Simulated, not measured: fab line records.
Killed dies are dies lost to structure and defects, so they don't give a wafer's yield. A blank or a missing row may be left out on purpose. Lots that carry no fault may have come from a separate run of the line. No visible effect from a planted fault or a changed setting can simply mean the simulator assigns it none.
The tool behind it: which one? || flow nand harc || 12 lots with 36 wafers sampled at 5 steps, on a route of 1159 steps

WHAT THE GAUGES READ, wafer by wafer
NHARC_A_BONDPAD_THK_MEAS_30: measures by ellipsometry. Usual: thk nm reads 200.1 nm (standard deviation 1.3).
{"lot": "L336", "measured": "day 18 00:52", "on": "film metro-02", "thk nm (nm)": "199.4 200.9 200.7", "flag": ""}
{"lot": "L335", "measured": "day 18 02:07", "on": "film metro-02", "thk nm (nm)": "202.6 201.2 200.0", "flag": ""}
{"lot": "L339", "measured": "day 18 05:13", "on": "film metro-02", "thk nm (nm)": "200.8 199.0 198.4", "flag": ""}
{"lot": "L337", "measured": "day 18 06:02", "on": "film metro-01", "thk nm (nm)": "201.2 200.1 200.7", "flag": ""}
{"lot": "L338", "measured": "day 18 06:42", "on": "film metro-02", "thk nm (nm)": "199.3 202.0 200.7", "flag": ""}
{"lot": "L340", "measured": "day 19 00:15", "on": "film metro-01", "thk nm (nm)": "202.3 200.3 199.3", "flag": ""}
{"lot": "L341", "measured": "day 19 12:19", "on": "film metro-01", "thk nm (nm)": "201.4 202.0 199.3", "flag": ""}
{"lot": "L342", "measured": "day 19 22:38", "on": "film metro-01", "thk nm (nm)": "198.5 202.5 201.4", "flag": ""}
{"lot": "L351", "measured": "day 21 19:22", "on": "film metro-02", "thk nm (nm)": "200.4 199.2 200.9", "flag": ""}
{"lot": "L352", "measured": "day 21 22:00", "on": "film metro-02", "thk nm (nm)": "201.0 200.8 201.7", "flag": ""}
{"lot": "L350", "measured": "day 22 01:15", "on": "film metro-02", "thk nm (nm)": "199.3 199.7 200.4", "flag": ""}
{"lot": "L353", "measured": "day 22 05:49", "on": "film metro-02", "thk nm (nm)": "200.7 200.0 196.8", "flag": ""}

NHARC_END_SORT_01. Usual: defect limited yield 95.2 %, standard deviation 1.6; killed at array 28, standard deviation 11; killed at other 0.8, standard deviation 1.3; killed at periphery 3.6, standard deviation 2.5; killed dies 32, standard deviation 11; killed open 3.0, standard deviation 1.8; killed short 2.0, standard deviation 1.5; sort_bin_2_pct 1.5 %, standard deviation 0.66; sort_bin_3_pct 0.25 %, standard deviation 0.23; sort_bin_4_pct 3.0 %, standard deviation 1.1; sort n pass 645, standard deviation 11; sort rim yield pct 96.0 %, standard deviation 2.9; sort yield pct 95.2 %, standard deviation 1.6.
{"lot": "L342", "measured": "day 21 13:03", "on": "prober-01", "defect limited yield (%)": "97.8 98.4 97.8", "killed at array": "11 7 14", "killed at other": "0 0 0", "killed at periphery": "4 4 1", "killed dies": "15 11 15", "killed open": "1 1 2", "killed short": "1 1 1", "sort_bin_2_pct (%)": "0.9 0.3 0.3", "sort_bin_3_pct (%)": "0.15 0 0", "sort_bin_4_pct (%)": "1.2 1.3 1.9", "sort n pass": "662 666 662", "sort rim yield pct (%)": "97.2 100.0 100.0", "sort yield pct (%)": "97.8 98.4 97.8", "flag": ""}
{"lot": "L351", "measured": "day 23 03:11", "on": "prober-01", "defect limited yield (%)": "94.5 94.7 96.2", "killed at array": "35 31 25", "killed at other": "0 0 0", "killed at periphery": "2 5 1", "killed dies": "37 36 26", "killed open": "4 6 3", "killed short": "4 0 4", "sort_bin_2_pct (%)": "1.5 1.5 1.3", "sort_bin_3_pct (%)": "0.30 0.30 0", "sort_bin_4_pct (%)": "3.7 3.5 2.5", "sort n pass": "640 641 651", "sort rim yield pct (%)": "98.1 91.5 91.5", "sort yield pct (%)": "94.5 94.7 96.2", "flag": ""}
{"lot": "L350", "measured": "day 23 12:03", "on": "prober-01", "defect limited yield (%)": "94.2 93.4 94.1", "killed at array": "35 38 38", "killed at other": "0 1 1", "killed at periphery": "4 6 1", "killed dies": "39 45 40", "killed open": "4 4 2", "killed short": "7 2 3", "sort_bin_2_pct (%)": "2.8 2.1 2.2", "sort_bin_3_pct (%)": "0.74 0.15 0", "sort_bin_4_pct (%)": "2.2 4.4 3.7", "sort n pass": "638 632 637", "sort rim yield pct (%)": "94.3 94.3 97.2", "sort yield pct (%)": "94.2 93.4 94.1", "flag": ""}
{"lot": "L353", "measured": "day 23 12:02", "on": "prober-02", "defect limited yield (%)": "94.5 95.3 97.2", "killed at array": "25 20 7", "killed at other": "4 1 4", "killed at periphery": "8 11 8", "killed dies": "37 32 19", "killed open": "9 2 2", "killed short": "1 0 2", "sort_bin_2_pct (%)": "2.7 1.0 1.0", "sort_bin_3_pct (%)": "0.15 0.30 0.30", "sort_bin_4_pct (%)": "2.7 3.4 1.5", "sort n pass": "640 645 658", "sort rim yield pct (%)": "95.3 96.2 99.1", "sort yield pct (%)": "94.5 95.3 97.2", "flag": ""}

WHAT TOOL EACH LOT RAN ON (gives the tool, then ch and the chambers of the sampled wafers, and finally the start)
{"lot": "L336", "NHARC_A_M1_ANNEAL_31": "rtp anneal-01 ch 0, day 17 22:44", "NHARC_A_BONDPAD_STRIP_15": "rie diel-03 ch 0,3, day 18 02:04", "NHARC_A_BONDPAD_ANNEAL_28": "rtp anneal-01 ch 0, day 18 03:25"}
{"lot": "L335", "NHARC_A_M1_ANNEAL_31": "rtp anneal-02 ch 0, day 17 23:56", "NHARC_A_BONDPAD_STRIP_15": "rie diel-03 ch 1,2,3, day 18 03:21", "NHARC_A_BONDPAD_ANNEAL_28": "rtp anneal-01 ch 0, day 18 04:46"}
{"lot": "L339", "NHARC_A_M1_ANNEAL_31": "rtp anneal-02 ch 0, day 18 03:06", "NHARC_A_BONDPAD_STRIP_15": "rie diel-07 ch 1,2, day 18 06:16", "NHARC_A_BONDPAD_ANNEAL_28": "rtp anneal-01 ch 0, day 18 11:40"}
{"lot": "L337", "NHARC_A_M1_ANNEAL_31": "rtp anneal-01 ch 0, day 18 03:51", "NHARC_A_BONDPAD_STRIP_15": "rie diel-07 ch 0,1,2, day 18 11:43", "NHARC_A_BONDPAD_ANNEAL_28": "rtp anneal-02 ch 0, day 18 13:02"}
{"lot": "L338", "NHARC_A_M1_ANNEAL_31": "rtp anneal-01 ch 0, day 18 04:33", "NHARC_A_BONDPAD_STRIP_15": "rie diel-03 ch 1,2, day 18 11:53", "NHARC_A_BONDPAD_ANNEAL_28": "rtp anneal-02 ch 0, day 18 13:27"}
{"lot": "L340", "NHARC_A_M1_ANNEAL_31": "rtp anneal-01 ch 0, day 18 21:34", "NHARC_A_BONDPAD_STRIP_15": "rie diel-03 ch 0,2, day 19 01:18", "NHARC_A_BONDPAD_ANNEAL_28": "rtp anneal-01 ch 0, day 19 02:34"}
{"lot": "L341", "NHARC_A_M1_ANNEAL_31": "rtp anneal-02 ch 0, day 19 10:08", "NHARC_A_BONDPAD_STRIP_15": "rie diel-07 ch 0,1,2, day 19 13:40", "NHARC_A_BONDPAD_ANNEAL_28": "rtp anneal-01 ch 0, day 19 14:57"}
{"lot": "L342", "NHARC_A_M1_ANNEAL_31": "rtp anneal-02 ch 0, day 19 20:28", "NHARC_A_BONDPAD_STRIP_15": "rie diel-03 ch 0,1,2, day 19 23:49", "NHARC_A_BONDPAD_ANNEAL_28": "rtp anneal-01 ch 0, day 20 01:36"}
{"lot": "L351", "NHARC_A_M1_ANNEAL_31": "rtp anneal-02 ch 0, day 21 17:10", "NHARC_A_BONDPAD_STRIP_15": "rie diel-03 ch 1,2,3, day 21 20:33", "NHARC_A_BONDPAD_ANNEAL_28": "rtp anneal-02 ch 0, day 21 21:49"}
{"lot": "L352", "NHARC_A_M1_ANNEAL_31": "rtp anneal-02 ch 0, day 21 19:46", "NHARC_A_BONDPAD_STRIP_15": "rie diel-03 ch 1,2,3, day 21 23:12", "NHARC_A_BONDPAD_ANNEAL_28": "rtp anneal-01 ch 0, day 22 00:37"}
{"lot": "L350", "NHARC_A_M1_ANNEAL_31": "rtp anneal-01 ch 0, day 21 23:04", "NHARC_A_BONDPAD_STRIP_15": "rie diel-03 ch 2,3, day 22 02:18", "NHARC_A_BONDPAD_ANNEAL_28": "rtp anneal-01 ch 0, day 22 03:46"}
{"lot": "L353", "NHARC_A_M1_ANNEAL_31": "rtp anneal-02 ch 0, day 22 03:37", "NHARC_A_BONDPAD_STRIP_15": "rie diel-01 ch 1,2,3, day 22 07:03", "NHARC_A_BONDPAD_ANNEAL_28": "rtp anneal-01 ch 0, day 22 08:19"}
- NHARC_A_M1_ANNEAL_31: time 90 s.
- NHARC_A_BONDPAD_STRIP_15: strips in O2.
- NHARC_A_BONDPAD_ANNEAL_28: time 90 s.

AS READ BY THE TOOLS THEMSELVES (means over the sampled wafers that have a number; for cases with no such wafer, the mark the record gives instead)
NHARC_A_M1_ANNEAL_31. Usual: wafer_temp_C_max reads 226.28 (standard deviation 0.28).
{"lot": "L336", "tool": "rtp anneal-01", "wafer_temp_C_max": 226.36, "flag": ""}
{"lot": "L335", "tool": "rtp anneal-02", "wafer_temp_C_max": 226.44, "flag": ""}
{"lot": "L339", "tool": "rtp anneal-02", "wafer_temp_C_max": 226.27, "flag": ""}
{"lot": "L337", "tool": "rtp anneal-01", "wafer_temp_C_max": 226.18, "flag": ""}
{"lot": "L338", "tool": "rtp anneal-01", "wafer_temp_C_max": 226.20, "flag": ""}
{"lot": "L340", "tool": "rtp anneal-01", "wafer_temp_C_max": 226.13, "flag": ""}
{"lot": "L341", "tool": "rtp anneal-02", "wafer_temp_C_max": 226.38, "flag": ""}
{"lot": "L342", "tool": "rtp anneal-02", "wafer_temp_C_max": 226.33, "flag": ""}
{"lot": "L351", "tool": "rtp anneal-02", "wafer_temp_C_max": 226.20, "flag": ""}
{"lot": "L352", "tool": "rtp anneal-02", "wafer_temp_C_max": 226.17, "flag": ""}
{"lot": "L350", "tool": "rtp anneal-01", "wafer_temp_C_max": 226.32, "flag": ""}
{"lot": "L353", "tool": "rtp anneal-02", "wafer_temp_C_max": 226.70, "flag": ""}

NHARC_A_BONDPAD_STRIP_15. Usual: chamber pressure mTorr 60.00 mTorr, standard deviation 0.056; drypump motor current A 5.61 A, standard deviation 0.19; o2 flow sccm 500.2 sccm, standard deviation 1.5; oes product au 0.999 a.u., standard deviation 0.0076; rf vpp V 58.0 V, standard deviation 0.93; showerhead plenum p Torr 3.63 Torr, standard deviation 0.12; throttle valve pct 17.036 %, standard deviation 0.0092.
{"lot": "L336", "tool": "rie diel-03", "chamber pressure mTorr (mTorr)": 59.94, "drypump motor current A (A)": 5.48, "o2 flow sccm (sccm)": 498.6, "oes product au (a.u.)": 0.988, "rf vpp V (V)": 58.9, "showerhead plenum p Torr (Torr)": 3.65, "throttle valve pct (%)": 17.038, "flag": ""}
{"lot": "L335", "tool": "rie diel-03", "chamber pressure mTorr (mTorr)": 60.04, "drypump motor current A (A)": 5.57, "o2 flow sccm (sccm)": 500.2, "oes product au (a.u.)": 1.002, "rf vpp V (V)": 57.4, "showerhead plenum p Torr (Torr)": 3.66, "throttle valve pct (%)": 17.041, "flag": ""}
{"lot": "L339", "tool": "rie diel-07", "chamber pressure mTorr (mTorr)": 60.03, "drypump motor current A (A)": 5.86, "o2 flow sccm (sccm)": 500.7, "oes product au (a.u.)": 0.993, "rf vpp V (V)": 57.5, "showerhead plenum p Torr (Torr)": 3.42, "throttle valve pct (%)": 17.040, "flag": ""}
{"lot": "L337", "tool": "rie diel-07", "chamber pressure mTorr (mTorr)": 60.05, "drypump motor current A (A)": 5.87, "o2 flow sccm (sccm)": 499.3, "oes product au (a.u.)": 1.004, "rf vpp V (V)": 58.0, "showerhead plenum p Torr (Torr)": 3.43, "throttle valve pct (%)": 17.036, "flag": ""}
{"lot": "L338", "tool": "rie diel-03", "chamber pressure mTorr (mTorr)": 60.03, "drypump motor current A (A)": 5.53, "o2 flow sccm (sccm)": 500.0, "oes product au (a.u.)": 0.998, "rf vpp V (V)": 58.9, "showerhead plenum p Torr (Torr)": 3.71, "throttle valve pct (%)": 17.036, "flag": ""}
{"lot": "L340", "tool": "rie diel-03", "chamber pressure mTorr (mTorr)": 60.02, "drypump motor current A (A)": 5.57, "o2 flow sccm (sccm)": 501.7, "oes product au (a.u.)": 0.997, "rf vpp V (V)": 58.4, "showerhead plenum p Torr (Torr)": 3.70, "throttle valve pct (%)": 17.041, "flag": ""}
{"lot": "L341", "tool": "rie diel-07", "chamber pressure mTorr (mTorr)": 60.01, "drypump motor current A (A)": 5.86, "o2 flow sccm (sccm)": 500.3, "oes product au (a.u.)": 0.992, "rf vpp V (V)": 57.1, "showerhead plenum p Torr (Torr)": 3.43, "throttle valve pct (%)": 17.033, "flag": ""}
{"lot": "L342", "tool": "rie diel-03", "chamber pressure mTorr (mTorr)": 59.97, "drypump motor current A (A)": 5.55, "o2 flow sccm (sccm)": 500.2, "oes product au (a.u.)": 1.001, "rf vpp V (V)": 57.9, "showerhead plenum p Torr (Torr)": 3.71, "throttle valve pct (%)": 17.049, "flag": ""}
{"lot": "L351", "tool": "rie diel-03", "chamber pressure mTorr (mTorr)": 50.62, "drypump motor current A (A)": 5.57, "o2 flow sccm (sccm)": 501.1, "oes product au (a.u.)": 1.000, "rf vpp V (V)": 57.9, "showerhead plenum p Torr (Torr)": 3.66, "throttle valve pct (%)": 17.033, "flag": "OFF"}
{"lot": "L352", "tool": "rie diel-03", "chamber pressure mTorr (mTorr)": 50.59, "drypump motor current A (A)": 5.56, "o2 flow sccm (sccm)": 500.8, "oes product au (a.u.)": 0.999, "rf vpp V (V)": 58.1, "showerhead plenum p Torr (Torr)": 3.66, "throttle valve pct (%)": 17.043, "flag": "OFF"}
{"lot": "L350", "tool": "rie diel-03", "chamber pressure mTorr (mTorr)": 50.65, "drypump motor current A (A)": 5.59, "o2 flow sccm (sccm)": 498.4, "oes product au (a.u.)": 0.999, "rf vpp V (V)": 58.4, "showerhead plenum p Torr (Torr)": 3.61, "throttle valve pct (%)": 17.031, "flag": "OFF"}
{"lot": "L353", "tool": "rie diel-01", "chamber pressure mTorr (mTorr)": 60.00, "drypump motor current A (A)": 5.83, "o2 flow sccm (sccm)": 499.7, "oes product au (a.u.)": 0.998, "rf vpp V (V)": 58.2, "showerhead plenum p Torr (Torr)": 3.53, "throttle valve pct (%)": 17.034, "flag": ""}

NHARC_A_BONDPAD_ANNEAL_28. Usual: wafer_temp_C_max reads 226.26 (standard deviation 0.29).
{"lot": "L336", "tool": "rtp anneal-01", "wafer_temp_C_max": 226.10, "flag": ""}
{"lot": "L335", "tool": "rtp anneal-01", "wafer_temp_C_max": 226.38, "flag": ""}
{"lot": "L339", "tool": "rtp anneal-01", "wafer_temp_C_max": 226.18, "flag": ""}
{"lot": "L337", "tool": "rtp anneal-02", "wafer_temp_C_max": 226.11, "flag": ""}
{"lot": "L338", "tool": "rtp anneal-02", "wafer_temp_C_max": 226.77, "flag": ""}
{"lot": "L340", "tool": "rtp anneal-01", "wafer_temp_C_max": 226.33, "flag": ""}
{"lot": "L341", "tool": "rtp anneal-01", "wafer_temp_C_max": 226.51, "flag": ""}
{"lot": "L342", "tool": "rtp anneal-01", "wafer_temp_C_max": 226.10, "flag": ""}
{"lot": "L351", "tool": "rtp anneal-02", "wafer_temp_C_max": 226.30, "flag": ""}
{"lot": "L352", "tool": "rtp anneal-01", "wafer_temp_C_max": 226.11, "flag": ""}
{"lot": "L350", "tool": "rtp anneal-01", "wafer_temp_C_max": 226.31, "flag": ""}
{"lot": "L353", "tool": "rtp anneal-01", "wafer_temp_C_max": 226.51, "flag": ""}

THE ANSWER, worked out from the rows above alone
Rule: lot off if the mean of its wafers having a number is beyond 3 standard deviations from the usual mean. Also off: a lot with no number at a reading for which 4 or more lots have one. Where the step has rows for the other lots, those lots are counted as sound. The gauges are gone through in route order, then the tools' own readings, and for those a lot's mean is taken as printed above. At the first step where some lot is off, the reading lying furthest off is the one used; lots without a number count as furthest.
Off: L351, L352, L350, at NHARC_A_BONDPAD_STRIP_15 (chamber pressure mTorr).
A tool fits if, at that step or a process step before it, it ran every lot that is off, and no sound lot after the first of them. One candidate fits, namely rie diel-03 at NHARC_A_BONDPAD_STRIP_15. A fault onset in the window from L342 (day 19 23:49, its last sound lot) to L351 (day 21 20:33, its first lot off) fits.
On the lots that are off, the tool's own readings at NHARC_A_BONDPAD_STRIP_15 differ by more than 5 times the standard deviation of the sound lots' means, which bears it out; chamber pressure mTorr reads 50.62 mTorr there versus 60.01 mTorr on the sound lots.

WHAT THE SIMULATOR PUT IN
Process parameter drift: rie diel-03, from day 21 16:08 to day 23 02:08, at NHARC_A_BONDPAD_STRIP_15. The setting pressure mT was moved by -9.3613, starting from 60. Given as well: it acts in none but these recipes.
Struck lots among those shown: L351, L352, L350. The rule given above showed the same thing.
